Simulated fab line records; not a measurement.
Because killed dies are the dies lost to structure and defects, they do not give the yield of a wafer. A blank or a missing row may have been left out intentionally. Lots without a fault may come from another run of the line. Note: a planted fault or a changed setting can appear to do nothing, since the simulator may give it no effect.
fab line records	flow n5Finfet
record: lots: 6	wafers: 18	lastDay: 17
route steps=1938 shown BEOL_M0@742 BEOL_M1@751 BEOL_M4@1111
lots with no fault: from the same line, run without faults
startH: hours from the record's opening day to when the first of the lot's shown wafers began	waitH: hours since the lot's step before	" identical to the entry in the row above	L1.1+2: several wafers, shown together as one row	- no value, or no start was given	* or withheld: withheld	< > ~ a bound
route shown NAME@n: a module of which the file shows steps, and the number in the route of the first	usual: mean and standard deviation over wafers with no fault	same: alike in all rows	chamber/n: place in a boat	sites: per-site readings	_std_site: standard deviation across them	_edge_site: the outer-site mean with the inner-site mean subtracted	radiusMm: how far each site lies from the wafer's centre	mask NAME#n: copy n	behind: the tool/chamber that last shaped the wafer	hold: why the lot went on hold/how many hours it stayed there/how the hold came to an end	device: transistor that didn't switch, given as n, p or np	end of line: tests run on the same wafers once the route is complete	a step with no rows: only its recipe	killed: not the wafer's yield, but the dies lost to structure and defects at the first sort	map: a wafer's dies, marking killed ones x, the rest . and places with no die _
set.NAME: setting as actually run; set.NAME@STEP: the setting as run at that earlier step	model.NAME: the simulator's own value behind a step, which no gauge read
lots at some steps of the route; a table a step, a row a wafer
services: when a tool's chamber went out of use (startH, in hours from the record's first day, below 0 if earlier), for how many hours, and the reason
== steps ==
step: N5_BEOL_M0_ANNEAL_119
recipe: tempC: 225	timeS: 90	ambient: N2
usual: wafer_temp_C_max: 226.0/0.36
lot.wafer	tool	chamber	startH	waitH	wafer_temp_C_max
L673.3	rtpAnneal-01	0	148.16	0.1	226.4
L673.4	"	0	"	"	226.0
L673.6	"	0	"	"	226.2
L675.2	rtpAnneal-02	0	159.33	0.3	225.7
L675.3	"	0	"	"	225.7
L675.6	"	0	"	"	225.5
L684.1	rtpAnneal-01	0	217.96	0.1	227.0
L684.4	"	0	"	"	226.2
L684.6	"	0	"	"	226.8
L687.1	rtpAnneal-01	0	235.05	0.1	226.3
L687.4	"	0	"	"	226.3
L687.5	"	0	"	"	226.0
L688.1	rtpAnneal-02	0	238.38	0.1	225.9
L688.4	"	0	"	"	225.7
L688.6	"	0	"	"	225.8
L690.2	rtpAnneal-01	0	249.70	0.5	226.3
L690.3	"	0	"	"	226.4
L690.5	"	0	"	"	226.0
step: N5_BEOL_M0_CMP_120
recipe: stopOn: SiOC	tOverpolishS: 6.9	downForcePsi: 1	platenRpm: 50	clearingPlatenDownForcePsi: 1.5	clearingPlatenRpm: 50	postCmpClean: cuAlkaline	clearingPlatenPadVelocityMS: 0.99484	padVelocityMS: 0.99484
step: N5_BEOL_M0_PRE_CLEAN_131
recipe: gas: NH3/H2	timeS: 15	tempC: *	rfPowerW: 300
step: N5_BEOL_M0_CO_CAP_123
recipe: material: Co	targetThkA: 20	tempC: 200	precursor: CCTBA/H2	pressureTorr: 30	timeS: 102.1
step: N5_BEOL_M0_PRE_CLEAN_124
recipe: gas: NH3	timeS: 15	tempC: withheld	rfPowerW: 300
step: N5_BEOL_M0_DEP_125
recipe: material: SiCN	targetThkA: 80	tempC: withheld	precursor: 3MS/NH3	pressureTorr: 3	rfW: 202	timeS: 14
step: N5_BEOL_M0_INSPECT_127
recipe: inspectInstrument: darkfield	mode: postDep
usual: rawDefectCount: 79/30
lot.wafer	tool	chamber	startH	waitH	rawDefectCount
L673.3	defectInspect-01	-	149.05	0.0	31
L673.4	"	-	"	"	50
L673.6	"	-	"	"	68
L675.2	defectInspect-02	-	160.18	0.0	65
L675.3	"	-	"	"	44
L675.6	"	-	"	"	81
L684.1	defectInspect-01	-	218.86	0.0	51
L684.4	"	-	"	"	54
L684.6	"	-	"	"	69
L687.1	defectInspect-02	-	235.93	0.0	101
L687.4	"	-	"	"	138
L687.5	"	-	"	"	145
L688.1	defectInspect-02	-	239.26	0.0	93
L688.4	"	-	"	"	80
L688.6	"	-	"	"	90
L690.2	defectInspect-02	-	250.57	0.0	92
L690.3	"	-	"	"	86
L690.5	"	-	"	"	102
step: N5_BEOL_M1_ILD_DEP_00
recipe: material: SiOC	targetThkA: 790	tempC: 350	precursor: DEMS/O2	pressureTorr: 5	rfW: 500	timeS: 15.3
usual: chamberPressureTorr: 4.999/0.011	heaterPowerOuterW: 241/35	heaterPowerW: 456/46	showerheadPlenumPTorr: 5.703/0.013	throttleValvePct: 11.7/0.48
lot.wafer	tool	chamber	startH	waitH	chamberPressureTorr	heaterPowerOuterW	heaterPowerW	showerheadPlenumPTorr	throttleValvePct
L673.3	pecvd-02	1	149.09	0.0	4.993	304	510	5.706	12.6
L673.4	"	1	"	"	5.001	217	400	5.698	12.6
L673.6	"	2	"	"	5.000	203	378	5.703	11.2
L675.2	pecvd-01	1	160.21	0.0	5.008	253	479	5.697	11.4
L675.3	"	0	"	"	4.993	256	496	5.705	11.7
L675.6	"	1	"	"	5.006	252	475	5.676	11.8
L684.1	pecvd-01	1	218.89	0.0	5.005	252	474	5.683	11.3
L684.4	"	0	"	"	5.013	283	513	5.696	11.8
L684.6	"	2	"	"	4.981	234	464	5.704	11.8
L687.1	pecvd-01	2	235.97	0.0	4.992	184	415	5.704	11.5
L687.4	"	1	"	"	5.006	255	507	5.679	11.7
L687.5	"	0	"	"	5.011	290	513	5.709	11.7
L688.1	pecvd-02	1	239.30	0.0	5.006	293	507	5.692	12.7
L688.4	"	0	"	"	4.976	224	427	5.716	11.3
L688.6	"	2	"	"	5.002	242	446	5.713	11.7
L690.2	pecvd-02	2	250.60	0.0	4.983	216	396	5.718	11.7
L690.3	"	0	"	"	5.011	288	512	5.718	11.3
L690.5	"	0	"	"	5.007	274	516	5.715	11.1
step: N5_BEOL_M1_THK_MEAS_01
recipe: reads: SiOC_of_BEOL_M1_ILD_DEP_00
usual: M1_ILD_THK: 79.5/1.3
lot.wafer	tool	chamber	startH	waitH	M1_ILD_THK[nm]
L673.3	filmMetro-02	-	149.15	0.1	78.6
L673.4	"	-	"	"	79.4
L673.6	"	-	"	"	79.3
L675.2	filmMetro-02	-	160.28	0.1	79.9
L675.3	"	-	"	"	79.8
L675.6	"	-	"	"	80.6
L684.1	filmMetro-02	-	218.96	0.0	80.3
L684.4	"	-	"	"	81.3
L684.6	"	-	"	"	79.9
L687.1	filmMetro-02	-	236.03	0.0	78.3
L687.4	"	-	"	"	79.2
L687.5	"	-	"	"	79.9
L688.1	filmMetro-02	-	239.36	0.0	78.2
L688.4	"	-	"	"	81.0
L688.6	"	-	"	"	80.8
L690.2	filmMetro-01	-	250.67	0.1	80.2
L690.3	"	-	"	"	79.5
L690.5	"	-	"	"	80.1
step: N5_BEOL_M1_PECVD_72
recipe: material: SiO2	targetThkA: 160	tempC: 400	precursor: TEOS/O2	pressureTorr: 5.5	rfW: 450	teosFlowSccm: 53.8	gas: O2	flowSccm: 3000	timeS: 18
usual: heaterPowerW: 686/71	showerheadPlenumPTorr: 8.83/0.038	throttleValvePct: 22.3/0.83
lot.wafer	tool	chamber	startH	waitH	heaterPowerW	showerheadPlenumPTorr	throttleValvePct
L673.3	pecvd-01	0	149.21	0.1	680	8.81	22.2
L673.4	"	2	"	"	614	8.86	21.0
L673.6	"	2	"	"	628	8.85	21.1
L675.2	pecvd-03	1	160.32	0.0	704	8.80	23.4
L675.3	"	0	"	"	679	8.86	23.0
L675.6	"	0	"	"	672	8.85	22.8
L684.1	pecvd-02	2	219.00	0.0	609	8.89	21.7
L684.4	"	0	"	"	611	8.86	21.2
L684.6	"	2	"	"	612	8.90	21.7
L687.1	pecvd-03	1	236.07	0.0	725	8.82	23.1
L687.4	"	1	"	"	765	8.79	23.1
L687.5	"	0	"	"	596	8.83	23.2
L688.1	pecvd-03	0	239.40	0.0	581	8.85	23.0
L688.4	"	0	"	"	601	8.85	23.3
L688.6	"	0	"	"	581	8.88	23.3
L690.2	pecvd-01	1	250.71	0.0	621	8.79	21.6
L690.3	"	0	"	"	725	8.81	22.0
L690.5	"	2	"	"	661	8.87	21.3
step: N5_BEOL_M1_HM_DEP_02
recipe: material: TiN	targetThkA: 200	tempC: 25	chamberPressurePa: 0.49996
usual: chamberPressurePa: 0.4999/0.001	substrateTempC: 25.01/0.1	throttleValvePct: 29.7/0.85
lot.wafer	tool	chamber	startH	waitH	chamberPressurePa	substrateTempC	throttleValvePct
L673.3	pvdSputter-03	-	149.46	0.2	0.5003	24.97	30.6
L673.4	"	-	"	"	0.4975	25.17	30.1
L673.6	"	-	"	"	0.5000	24.92	30.3
L675.2	pvdSputter-03	-	162.28	1.9	0.4997	24.83	29.7
L675.3	"	-	"	"	0.4995	24.98	30.0
L675.6	"	-	"	"	0.5003	24.80	29.9
L684.1	pvdSputter-02	-	220.45	1.4	0.4985	24.91	30.8
L684.4	"	-	"	"	0.4992	25.08	29.0
L684.6	"	-	"	"	0.4996	25.07	30.5
L687.1	pvdSputter-02	-	237.06	1.0	-	-	-
L687.4	"	-	"	"	-	-	-
L687.5	"	-	"	"	-	-	-
L688.1	pvdSputter-03	-	241.26	1.8	-	-	-
L688.4	"	-	"	"	-	-	-
L688.6	"	-	"	"	-	-	-
L690.2	pvdSputter-03	-	253.57	2.8	0.4989	25.03	28.9
L690.3	"	-	"	"	0.4983	25.12	29.8
L690.5	"	-	"	"	0.5003	24.99	30.4
step: N5_BEOL_M1_COAT_61
recipe: resist: SOC	tempC: 250	timeS: 60	spinRpm: 1500	resistThkNm: 60
step: N5_BEOL_M1_COAT_62
recipe: resist: SiARC	tempC: 220	timeS: 60	spinRpm: 1500	resistThkNm: 12
step: N5_BEOL_M1_COAT_73
recipe: resist: underlayer	tempC: 205	timeS: 60	spinRpm: 1500	resistThkNm: 5
step: N5_BEOL_M1_COAT_05
recipe: resist: CAR-EUV	spinRpm: 1500	resistThkNm: 30
step: N5_BEOL_M1_EBR_07
recipe: solvent: PGMEA	ebrWidthMm: 1.5
step: N5_BEOL_M1_SOFTBAKE_06
recipe: tempC: 110	timeS: 60	resist: CAR-EUV
step: N5_BEOL_M1_EXPOSE_08
recipe: maskId: M1	na: 0.33	sourceShape: dipole	sigmaInner: 0.369	sigmaOuter: 0.767	polarization: unpolarized	doseMj: 33
step: N5_BEOL_M1_PEB_09
recipe: pebTempC: 100	pebTimeS: 60	resist: CAR-EUV
step: N5_BEOL_M1_DEVELOP_10
recipe: developTimeS: 30	developer: TMAH	resist: CAR-EUV	rinseLiquid: surfactantRinse	dry: airSpin	devTempC: 23
step: N5_BEOL_M1_CD_MEAS_11
recipe: targetCdNm: 17.05	landingEnergyEv: 500	detector: seInlens	polarity: opening
usual: cdNm: 17.07/0.24
lot.wafer	tool	chamber	startH	waitH	cdNm
L673.3	cdSem-02	0	149.98	-	16.75
L673.4	"	0	"	"	16.60
L673.6	"	0	"	"	17.36
L675.2	cdSem-02	0	162.80	-	16.60
L675.3	"	0	"	"	16.98
L675.6	"	0	"	"	16.43
L684.1	cdSem-02	0	220.84	-	17.00
L684.4	"	0	"	"	16.94
L684.6	"	0	"	"	16.95
L687.1	cdSem-03	0	237.57	-	17.02
L687.4	"	0	"	"	16.66
L687.5	"	0	"	"	16.74
L688.1	cdSem-02	0	241.65	-	17.36
L688.4	"	0	"	"	17.15
L688.6	"	0	"	"	17.20
L690.2	cdSem-01	0	253.96	-	17.08
L690.3	"	0	"	"	17.15
L690.5	"	0	"	"	17.12
step: N5_BEOL_M1_OVL_MEAS_12
recipe: pointsPerWafer: 522
usual: M1_OVL: 0.2/0.65
lot.wafer	tool	chamber	startH	waitH	M1_OVL[nm]
L673.3	overlay-01	0	150.02	0.0	-0.5
L673.4	"	0	"	"	-0.8
L673.6	"	0	"	"	-1.1
L675.2	overlay-02	0	162.83	0.0	0.6
L675.3	"	0	"	"	-0.1
L675.6	"	0	"	"	-0.1
L684.1	overlay-01	0	220.87	0.0	-0.2
L684.4	"	0	"	"	-0.4
L684.6	"	0	"	"	0.7
L687.1	overlay-01	0	237.60	0.0	-0.3
L687.4	"	0	"	"	0.3
L687.5	"	0	"	"	0.2
L688.1	overlay-01	0	241.68	0.0	-0.4
L688.4	"	0	"	"	-0.3
L688.6	"	0	"	"	0.3
L690.2	overlay-01	0	253.99	0.0	1.4
L690.3	"	0	"	"	0.5
L690.5	"	0	"	"	-0.9
step: N5_BEOL_M1_INSPECT_13
recipe: mode: adi	inspectInstrument: brightfield
usual: rawDefectCount: 428/96
lot.wafer	tool	chamber	startH	waitH	rawDefectCount
L673.3	defectInspect-01	-	150.06	0.0	241
L673.4	"	-	"	"	354
L673.6	"	-	"	"	390
L675.2	defectInspect-02	-	162.89	0.0	354
L675.3	"	-	"	"	297
L675.6	"	-	"	"	499
L684.1	defectInspect-02	-	220.93	0.1	320
L684.4	"	-	"	"	401
L684.6	"	-	"	"	476
L687.1	defectInspect-02	-	237.66	0.1	308
L687.4	"	-	"	"	312
L687.5	"	-	"	"	400
L688.1	defectInspect-02	-	241.73	0.1	382
L688.4	"	-	"	"	327
L688.6	"	-	"	"	303
L690.2	defectInspect-02	-	254.05	0.0	384
L690.3	"	-	"	"	553
L690.5	"	-	"	"	296
step: N5_BEOL_M1_DESCUM_16
recipe: chemistry: O2	timeS: 7	sourcePowerW: 50	biasPowerW: 20	pressureMtorr: 20	rfFrequencyHz: 2.712e+07	tempC: 40	resist: CAR-EUV	o2FlowSccm: 225
step: N5_BEOL_M1_ETCH_74
recipe: chemistry: N2/H2	target: underlayer	targetDepthA: 65	maskMaterial: CAR-EUV	timeS: 5.2	ionEnergyEv: 200	pressureMtorr: 30	sourceW: 840	biasW: 150	n2FlowSccm: 200	h2FlowSccm: 200	ends: cleared
step: N5_BEOL_M1_ETCH_63
recipe: chemistry: CF4	target: SiARC	targetDepthA: 156	maskMaterial: CAR-EUV	timeS: 26	ionEnergyEv: 80	pressureMtorr: 40	sourceW: 545	biasW: 36	Ar_flow_sccm: 100	cf4FlowSccm: 100	ends: cleared
step: N5_BEOL_M1_ETCH_64
recipe: chemistry: N2/H2	target: SOC	targetDepthA: 750	overetchA: 150	maskMaterial: SiARC	tempC: 40	timeS: 112.5	ionEnergyEv: 200	pressureMtorr: 30	sourceW: 840	biasW: 150	n2FlowSccm: 200	h2FlowSccm: 200
usual: drypumpMotorCurrentA: 5.9/0.57	oesProductAu: 0.64/0.061	rfVppV: 524.0/2.4	showerheadPlenumPTorr: 2.54/0.08	throttleValvePct: 17.74/0.24
lot.wafer	tool	chamber	startH	waitH	drypumpMotorCurrentA	oesProductAu	rfHoursCounterH	rfVppV	showerheadPlenumPTorr	throttleValvePct
L673.3	rieDiel-04	2	150.18	0.0	5.7	0.59	158	521.6	2.44	17.65
L673.4	"	0	"	"	6.1	0.59	166	528.0	2.65	18.03
L673.6	"	3	"	"	6.7	0.63	-	522.3	2.44	17.51
L675.2	rieDiel-01	3	163.00	0.0	6.3	0.59	175	524.4	2.51	17.33
L675.3	"	2	"	"	6.8	0.62	120	521.2	2.47	17.59
L675.6	"	2	"	"	6.8	0.62	-	520.6	2.47	17.61
L684.1	rieDiel-04	0	221.10	0.0	6.1	0.58	186	526.8	2.64	18.08
L684.4	"	2	"	"	5.7	0.58	181	522.5	2.43	17.69
L684.6	"	1	"	"	5.0	0.67	-	524.6	2.61	17.96
L687.1	rieDiel-04	0	238.36	0.0	6.1	0.58	191	526.6	2.64	18.10
L687.4	"	1	"	"	5.0	0.67	50	524.3	2.61	17.97
L687.5	"	3	"	"	6.6	0.62	-	519.7	2.43	17.58
L688.1	rieDiel-02	1	241.85	0.0	5.4	0.60	180	523.7	2.54	17.78
L688.4	"	0	"	"	5.6	0.73	16	526.8	2.63	17.95
L688.6	"	0	"	"	5.6	0.73	-	526.7	2.63	17.94
L690.2	rieDiel-01	0	254.16	0.0	5.1	0.66	60	522.1	2.47	17.57
L690.3	"	2	"	"	6.8	0.60	144	522.4	2.46	17.63
L690.5	"	1	"	"	6.4	0.67	-	524.6	2.56	17.85
step: N5_BEOL_M1_STRIP_65
recipe: chemistry: N2/H2	tempC: 40	n2FlowSccm: 200	h2FlowSccm: 200	rfFrequencyHz: 6e+07
step: N5_BEOL_M1_STRIP_75
recipe: chemistry: N2/H2	tempC: 40	n2FlowSccm: 200	h2FlowSccm: 200	rfFrequencyHz: 6e+07
step: N5_BEOL_M1_STRIP_66
recipe: chemistry: CF4	resist: SiARC	powerW: 300	biasPowerW: 75	pressureMtorr: 50	cf4FlowSccm: 150	rfFrequencyHz: 6e+07
step: N5_BEOL_M1_HM_OPEN_17
recipe: chemistry: Cl2/BCl3	targetDepthA: 200	overetchA: 60	target: TiN	maskMaterial: SOC	ionEnergyEv: 150	pressureMtorr: 10	icpW: 1000	biasW: 126	Cl2_flow_sccm: 53.25	bcl3FlowSccm: 21.75	Ar_flow_sccm: 25
usual: drypumpMotorCurrentA: 5.77/0.26	oesProductAu: 0.67/0.038	throttleValvePct: 22.1/0.32
lot.wafer	tool	chamber	startH	waitH	drypumpMotorCurrentA	oesProductAu	rfHoursCounterH	throttleValvePct	model.etch.depthNm
L673.3	rieMetal-01	1	150.37	0.1	5.27	0.62	-	22.2	19.68
L673.4	"	0	"	"	5.96	0.68	-	21.7	19.52
L673.6	"	0	"	"	5.94	0.68	-	21.7	19.71
L675.2	rieMetal-02	1	163.17	0.0	5.89	0.68	28	22.8	19.51
L675.3	"	1	"	"	5.90	0.69	-	22.8	19.87
L675.6	"	0	"	"	6.00	0.77	-	21.9	19.45
L684.1	rieMetal-01	1	221.27	0.0	5.26	0.62	62	22.2	19.85
L684.4	"	0	"	"	5.97	0.66	-	21.8	19.75
L684.6	"	1	"	"	5.25	0.61	-	22.2	19.9
L687.1	rieMetal-02	0	238.53	0.0	5.99	0.33	13	22.5	0
L687.4	"	1	"	"	5.89	0.29	-	23.5	0
L687.5	"	1	"	"	5.88	0.29	-	23.5	0
L688.1	rieMetal-02	0	242.02	0.0	6.02	0.32	13	22.5	0
L688.4	"	0	"	"	6.01	0.32	-	22.5	0
L688.6	"	1	"	"	5.88	0.30	-	23.5	0
L690.2	rieMetal-02	1	254.33	0.0	5.88	0.68	37	22.8	20.3
L690.3	"	0	"	"	5.98	0.73	-	21.9	19.71
L690.5	"	0	"	"	6.02	0.74	-	21.9	20.23
step: N5_BEOL_M1_STRIP_19
recipe: chemistry: O2	powerW: 400	tempC: 40	pressureMtorr: 30	rfFrequencyHz: 6e+07	biasPowerW: 0	overashFraction: 0.2	o2FlowSccm: 225
usual: drypumpMotorCurrentA: 5.9/0.52	oesProductAu: 0.80/0.084	rfVppV: 3.6/0.51	showerheadPlenumPTorr: 2.11/0.062	throttleValvePct: 16.61/0.24
lot.wafer	tool	chamber	startH	waitH	drypumpMotorCurrentA	oesProductAu	rfHoursCounterH	rfVppV	showerheadPlenumPTorr	throttleValvePct
L673.3	rieDiel-02	3	150.49	0.1	6.0	0.70	167	3.5	2.11	17.11
L673.4	"	1	"	"	5.4	0.76	157	4.2	2.07	16.45
L673.6	"	1	"	"	5.4	0.76	-	2.4	2.06	16.45
L675.2	rieDiel-04	2	163.57	0.4	5.7	0.75	163	3.4	2.02	16.62
L675.3	"	0	"	"	6.1	0.75	169	3.8	2.16	16.69
L675.6	"	3	"	"	6.6	0.81	-	2.6	2.03	16.48
L684.1	rieDiel-01	0	221.43	0.1	5.1	0.87	49	4.1	2.06	16.38
L684.4	"	3	"	"	6.2	0.72	-	3.8	2.10	16.56
L684.6	"	0	"	"	5.1	0.88	-	3.7	2.06	16.39
L687.1	rieDiel-02	1	238.69	0.1	5.3	0.74	179	4.1	2.06	16.50
L687.4	"	2	"	"	6.2	0.87	36	3.1	2.22	16.44
L687.5	"	2	"	"	6.2	0.87	-	3.4	2.22	16.43
L688.1	rieDiel-04	0	242.21	0.2	6.1	0.72	193	3.4	2.15	16.72
L688.4	"	1	"	"	5.0	0.83	51	3.2	2.16	16.79
L688.6	"	1	"	"	5.0	0.83	-	3.4	2.16	16.77
L690.2	rieDiel-02	2	254.58	0.2	6.2	0.87	41	5.0	2.22	16.45
L690.3	"	1	"	"	5.4	0.72	184	3.6	2.06	16.50
L690.5	"	2	"	"	6.2	0.87	-	4.3	2.22	16.46
step: N5_BEOL_M1_CD_MEAS_18
recipe: pitchNm: 36	targetCdNm: 18
usual: cdNm: 18.0/0.46
lot.wafer	tool	chamber	startH	waitH	cdNm
L673.3	cdSem-02	-	150.56	0.1	18.5
L673.4	"	-	"	"	18.6
L673.6	"	-	"	"	18.5
L675.2	cdSem-03	-	163.65	0.1	18.5
L675.3	"	-	"	"	17.9
L675.6	"	-	"	"	17.6
L684.1	cdSem-01	-	221.50	0.0	18.1
L684.4	"	-	"	"	18.4
L684.6	"	-	"	"	18.6
L687.1	cdSem-02	-	238.76	0.0	-
L687.4	"	-	"	"	-
L687.5	"	-	"	"	-
L688.1	cdSem-02	-	242.28	0.0	-
L688.4	"	-	"	"	-
L688.6	"	-	"	"	-
L690.2	cdSem-02	-	254.65	0.1	18.3
L690.3	"	-	"	"	17.9
L690.5	"	-	"	"	18.3
step: N5_BEOL_M1_COAT_67
recipe: resist: SOC	tempC: 250	timeS: 60	spinRpm: 1500	resistThkNm: 60
step: N5_BEOL_M4_RC_MEAS_101
usual: DIBL_N: 36.9/2.1	DIBL_P: 37.1/2.5	IOFF_N: 0.17/0.039	IOFF_P: 0.23/0.043	ION_N: 673/15	ION_P: 462/9.1	SS_N: 71.8/0.69	SS_P: 73.6/0.74	VT_N: 250/3.6	VT_P: -249.7/2.9
lot.wafer	tool	chamber	startH	waitH	DIBL_N[mV/V]	DIBL_P[mV/V]	IOFF_N[nA/um]	IOFF_P[nA/um]	ION_N[uA/um]	ION_P[uA/um]	SS_N[mV/dec]	SS_P[mV/dec]	VT_N[mV]	VT_P[mV]
L673.3	prober-01	0	196.06	0.3	38.3	36.5	0.16	0.22	658	450	72.4	74.1	251	-251.2
L673.4	"	0	"	"	37.4	36.7	0.14	0.22	657	462	71.4	73.4	253	-248.2
L673.6	"	0	"	"	36.7	35.7	0.13	0.21	648	461	71.1	72.9	252	-249.5
L675.2	prober-02	0	205.53	0.2	39.2	38.0	0.18	0.25	682	468	72.1	74.3	248	-247.4
L675.3	"	0	"	"	39.5	38.7	0.19	0.27	658	455	72.3	73.8	249	-248.0
L675.6	"	0	"	"	38.4	36.9	0.16	0.23	674	465	71.6	73.3	249	-250.0
L684.1	prober-01	0	272.38	0.0	35.6	33.3	0.11	0.16	637	440	71.7	72.4	257	-256.5
L684.4	"	0	"	"	40.6	42.5	0.23	0.30	701	477	72.6	74.8	246	-244.5
L684.6	"	0	"	"	37.4	37.2	0.16	0.21	679	461	71.4	73.2	250	-250.5
L690.2	prober-02	0	302.25	0.2	33.7	33.2	0.11	0.17	641	446	70.5	72.0	255	-254.4
L690.3	"	0	"	"	33.9	32.4	0.12	0.16	660	451	71.4	72.4	251	-255.9
L690.5	"	0	"	"	36.3	35.9	0.15	0.20	657	453	71.7	73.6	252	-250.6
== services ==
tool	chamber	startH	hours	kind
rieDiel-04	-	131.63	0.8	repair
rieDiel-04	0	132.51	11.9	repair
pecvd-03	0	147.55	3.9	repair
rieDiel-02	1	156.55	15.9	repair
rieDiel-01	3	165.35	3.0	repair
rieDiel-02	0	172.64	-	clean
rieDiel-02	0	172.64	-	consumableReplace:focusRing
rieDiel-02	0	172.64	14.3	scheduledDown
rieDiel-02	0	172.64	14.3	ventCycle
pecvd-03	1	189.52	2.1	scheduledDown
pecvd-03	-	205.77	3.3	repair
rtpAnneal-02	-	212.99	3.6	pm
rieDiel-01	2	220.07	16.1	repair
rieMetal-01	-	225.67	1.5	repair
pecvd-01	-	227.49	1.4	repair
pecvd-03	2	231.16	2.1	scheduledDown
pecvd-03	2	233.29	-	clean
pecvd-03	2	233.29	-	consumableReplace:showerhead
pecvd-03	2	233.29	29.0	scheduledDown
pecvd-03	2	233.29	29.0	ventCycle
== key ==
firstSign: step: N5_BEOL_M1_HM_DEP_02	reading: toolRecord	direction: missing
effect: step: N5_BEOL_M1_HM_OPEN_17	reading: oesProductAu	direction: down	sigmas: 9.6	usual: 0.67	struck: 0.31
effect: step: N5_BEOL_M1_CD_MEAS_18	reading: cdNm	direction: missing
modelEffect: step: N5_BEOL_M1_HM_OPEN_17	value: etch.depthNm	without: 19.96	struck: 0
metAt N5_BEOL_M1_HM_DEP_02
struckWafers L687.1,L687.4,L687.5,L688.1,L688.4,L688.6
laterRowsLeftOut L687.1,L687.4,L687.5,L688.1,L688.4,L688.6
sortLeftOut L687.1,L687.4,L687.5,L688.1,L688.4,L688.6
onsetBetween 220.45 237.06
fault: kind: skippedStepWhole	tool: pvdSputter-02,pvdSputter-03	chamber: -	onsetH: 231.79	steps: N5_BEOL_M1_HM_DEP_02	scope: struckLotsOnly
sortLeftOut: the simulated sort isn't trusted on such a fault, so these wafers' sort isn't shown, and their yield isn't known
laterRowsLeftOut: the simulator's readings of these wafers behind a module that went badly wrong aren't trusted and aren't shown, but for the sort
